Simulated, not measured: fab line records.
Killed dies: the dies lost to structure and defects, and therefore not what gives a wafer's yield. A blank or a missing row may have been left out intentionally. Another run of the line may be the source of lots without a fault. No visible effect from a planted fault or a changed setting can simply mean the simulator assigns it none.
Matching of chambers    flow n5Finfet    cmp-04 running N5_BEOL_M8_CMP_52: 4 sister chambers
The step polishes, stops on SiCOH lowk, t overpolish 6.9 s, target thk 80 nm. 18 wafers are shown with their chamber, then 9 later ones without.

WAFERS, EACH WITH ITS CHAMBER
wafer   chamber  motorCurrentA (A)  timeToEndpointS (s)  barrierFieldEndpointS (s)
L076.1  3        6.3                67                   29.4
L076.4  1        7.1                62                   29.1
L076.5  2        5.5                63                   29.8
L079.1  1        6.6                64                   28.5
L079.4  2        5.3                62                   29.9
L079.6  3        6.3                69                   30.7
L082.2  0        6.1                70                   28.8
L082.4  1        6.5                69                   29.9
L082.5  1        6.3                68                   29.7
L081.2  3        6.7                72                   31.3
L081.3  0        5.9                67                   29.0
L081.4  1        6.9                66                   30.4
L084.1  1        6.8                66                   30.0
L084.4  2        5.5                67                   29.8
L084.6  1        6.8                66                   30.1
L091.1  3        6.5                66                   30.2
L091.4  0        6.0                64                   30.4
L091.5  2        5.4                61                   29.7

SIGNATURES, as means of the wafers listed above
reading                chamber 0  chamber 1  chamber 2  chamber 3  scatter within a chamber
motorCurrentA          6.000      6.714      5.425      6.450      0.205
timeToEndpointS        67.00      65.86      63.25      68.50      2.57
barrierFieldEndpointS  29.400     29.671     29.800     30.400     0.658
Rule: a wafer's distance from a chamber is the root of the sum, over the readings, of the square of ((its reading less the chamber's mean) divided by the reading's scatter). The wafer belongs to the nearest chamber; if the next one is less than 2 further off, it can't be placed. The scatter is the square root of a quotient: the sum, over the shown wafers, of each reading's squared deviation from its chamber's mean, divided by wafers minus chambers.

WAFERS WITH NO CHAMBER GIVEN
wafer   motorCurrentA (A)  timeToEndpointS (s)  barrierFieldEndpointS (s)
L094.4  5.5                60                   29.1
L094.5  5.6                62                   29.4
L094.6  6.5                66                   29.7
L096.2  5.6                67                   28.7
L096.3  6.7                68                   29.8
L096.4  6.0                62                   29.0
L095.2  5.9                56                   28.5
L095.4  6.7                62                   29.2
L095.5  6.7                59                   28.8

WHICH CHAMBER EACH ONE RAN IN
wafer   from the rows above                in truth
L094.4  can't be placed: 2 or 0            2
L094.5  can't be placed: 2 or 0            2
L094.6  can't be placed: 1 or 3 or 0       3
L096.2  can't be placed: 0 or 2            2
L096.3  can't be placed: 1 or 3            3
L096.4  can't be placed: 0 or 2 or 1 or 3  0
L095.2  can't be placed: 2 or 0 or 1       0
L095.4  can't be placed: 1 or 3            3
L095.5  can't be placed: 1 or 3 or 0       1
Placed correctly: 0 of 9. Can't be placed from these rows: 9 (the true chamber is among the candidates in 9). 0 placed wrongly.
